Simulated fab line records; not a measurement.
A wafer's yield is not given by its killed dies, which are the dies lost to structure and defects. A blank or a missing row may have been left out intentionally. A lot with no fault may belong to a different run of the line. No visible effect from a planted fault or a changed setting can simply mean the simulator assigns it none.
The tool behind it: which one? ; flow nand_harc ; Sampling: 10 lots, 30 wafers, 5 of 1302 route steps

WHAT THE GAUGES SHOWED, per wafer
NHARC_A_WL_FILL_INSPECT_15.
lot;measured;on;raw_defect_count
L075;day 21 20:03;defect_inspect-01;521 480 552
L080;day 23 05:13;defect_inspect-02;587 635 394
L081;day 24 05:00;defect_inspect-02;458 414 407
L082;day 23 22:52;defect_inspect-02;461 341 356
L085;day 26 02:41;defect_inspect-02;440 481 468
L086;day 26 12:46;defect_inspect-01;517 477 545
L090;day 27 17:23;defect_inspect-01;445 592 491
L091;day 28 16:14;defect_inspect-01;448 393 464
L094;day 29 13:48;defect_inspect-02;464 459 328
L096;day 30 13:14;defect_inspect-01;462 475 470

TOOL THAT RAN EACH LOT (tool first, then ch and the chambers of the sampled wafers, then the start)
lot;NHARC_A_STAIRCASE_ETCHBACK_422;NHARC_A_SGD_CUT_ETCH_58;NHARC_A_SGD_CUT_ETCHBACK_24;NHARC_A_WL_FILL_STRIP_29
L075;rie_diel-08 ch 0,1,2, day 19 20:39;rie_diel-10 ch 1,2,3, day 19 22:50;rie_diel-10 ch 0,2,3, day 20 05:17;rie_diel-05 ch 0,1,3, day 21 13:45
L080;rie_diel-02 ch 0,1,3, day 21 03:37;rie_diel-10 ch 0,1,3, day 21 06:02;rie_diel-10 ch 2,3, day 21 13:29;rie_diel-05 ch 0,2, day 22 22:49
L081;rie_diel-08 ch 0,1,3, day 22 00:34;rie_diel-07 ch 1,3, day 22 02:56;rie_diel-10 ch 0,3, day 22 10:33;rie_diel-12 ch 0,2,3, day 23 22:32
L082;rie_diel-09 ch 0,1,2, day 22 03:59;rie_diel-10 ch 1,3, day 22 06:17;rie_diel-13 ch 1,2, day 22 10:29;rie_diel-05 ch 1,3, day 23 16:24
L085;rie_diel-09 ch 2,3, day 23 22:32;rie_diel-10 ch 0,1,2, day 24 00:52;rie_diel-13 ch 0,1,3, day 24 07:08;rie_diel-01 ch 0,1,3, day 25 20:19
L086;rie_diel-09 ch 0,1,2, day 24 07:50;rie_diel-07 ch 0,1,3, day 24 10:08;rie_diel-10 ch 1,2,3, day 24 16:40;rie_diel-01 ch 0,1,3, day 26 06:25
L090;rie_diel-08 ch 0,2,3, day 25 20:45;rie_diel-13 ch 1,2,3, day 25 22:59;rie_diel-07 ch 0,1,2, day 26 05:08;rie_diel-05 ch 1,2,3, day 27 10:55
L091;rie_diel-09 ch 1,2,3, day 26 16:59;rie_diel-07 ch 2,3, day 26 19:23;rie_diel-13 ch 0,1,3, day 27 03:14;rie_diel-01 ch 1,2,3, day 28 09:49
L094;rie_diel-09 ch 0,3, day 27 12:11;rie_diel-13 ch 2,3, day 27 14:54;rie_diel-07 ch 1,2, day 27 21:13;rie_diel-05 ch 0,3, day 29 07:27
L096;rie_diel-08 ch 1,2, day 28 04:57;rie_diel-13 ch 1,2, day 28 07:15;rie_diel-07 ch 0,1,2, day 28 13:36;rie_diel-01 ch 0,2,3, day 30 05:56
- NHARC_A_STAIRCASE_ETCHBACK_422: etches the open film in CH3F/O2, target depth 40 nm, time 74.286 s.
- NHARC_A_SGD_CUT_ETCH_58: etches the open film in CF4, target depth 39 nm, time 65 s.
- NHARC_A_SGD_CUT_ETCHBACK_24: etches the open film in CH3F/O2, target depth 50 nm, time 92.857 s.
- NHARC_A_WL_FILL_STRIP_29: strips in O2, time 20 s.

THE ANSWER, worked out from the rows above alone
Rule: usual is defined by the lots themselves. Put in order of their means at a reading, lots are off if they are a third of the lots or fewer, leave a main group of 4 or more, and stand apart from it by a gap of 3 or more times the standard deviation of the main group's means; of several such gaps the widest counts. The tables above print the reading to a certain number of digits; a main group whose means all agree to those digits is not used. A lot without any number at a reading at which 4 lots or more have one is off too. All remaining lots with rows at the step are treated as sound.
No lot is off at any reading shown: from this, nothing can be told.

WHAT THE SIMULATOR HAD INSERTED
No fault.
